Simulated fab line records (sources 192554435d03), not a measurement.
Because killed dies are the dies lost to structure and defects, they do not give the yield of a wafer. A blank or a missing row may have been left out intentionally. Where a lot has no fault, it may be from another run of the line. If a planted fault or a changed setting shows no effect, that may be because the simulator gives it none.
Matching of chambers | flow n5_finfet | N5_BEOL_M10_DEP_56 on pecvd-01 has 3 sister chambers
The step deposits SiCN from 3MS/NH3, target thk 15 nm, time 26.5 s. 6 wafers are shown with their chamber, then 8 later ones without.

## EACH WAFER AND ITS CHAMBER
wafer  | chamber | showerhead_plenum_p_Torr (Torr) | throttle_valve_pct (%)
L077.1 | 0       | 3.659                           | 9.5
L078.2 | 2       | 3.683                           | 9.0
L078.6 | 2       | 3.673                           | 8.9
L081.3 | 0       | 3.657                           | 9.4
L081.6 | 1       | 3.652                           | 9.2
L083.3 | 1       | 3.647                           | 9.0

## WAFERS WITHOUT THEIR CHAMBER
wafer  | showerhead_plenum_p_Torr (Torr) | throttle_valve_pct (%)
L083.4 | 3.659                           | 9.2
L083.5 | 3.646                           | 8.8
L082.2 | 3.645                           | 9.1
L082.3 | 3.679                           | 8.9
L082.6 | 3.655                           | 9.0
L088.1 | 3.688                           | 8.9
L088.5 | 3.679                           | 9.0
L088.6 | 3.662                           | 9.4

## WHICH CHAMBER EACH WENT THROUGH
wafer  | from the rows above     | in truth
L083.4 | can't be placed: 1 or 0 | 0
L083.5 | 1                       | 1
L082.2 | 1                       | 1
L082.3 | 2                       | 2
L082.6 | 1                       | 1
L088.1 | 2                       | 2
L088.5 | 2                       | 2
L088.6 | 0                       | 0
Correct placement for 7 of the 8. Can't be placed from these rows: 1 (the true chamber is among the candidates in 1). Placed wrongly: 0.
How it was worked out, from the rows above alone: a wafer's distance from a chamber is the root of the sum, over the readings, of the square of ((its reading less the chamber's mean) divided by the reading's scatter). If the next closest chamber is less than 2 further off than the closest, the wafer can't be placed; otherwise it belongs to the closest. The mean given for a chamber averages the wafers shown for that chamber. The scatter: the root of (the sum of the squares of (reading less its chamber's mean) over the shown wafers, divided by (wafers less chambers)).
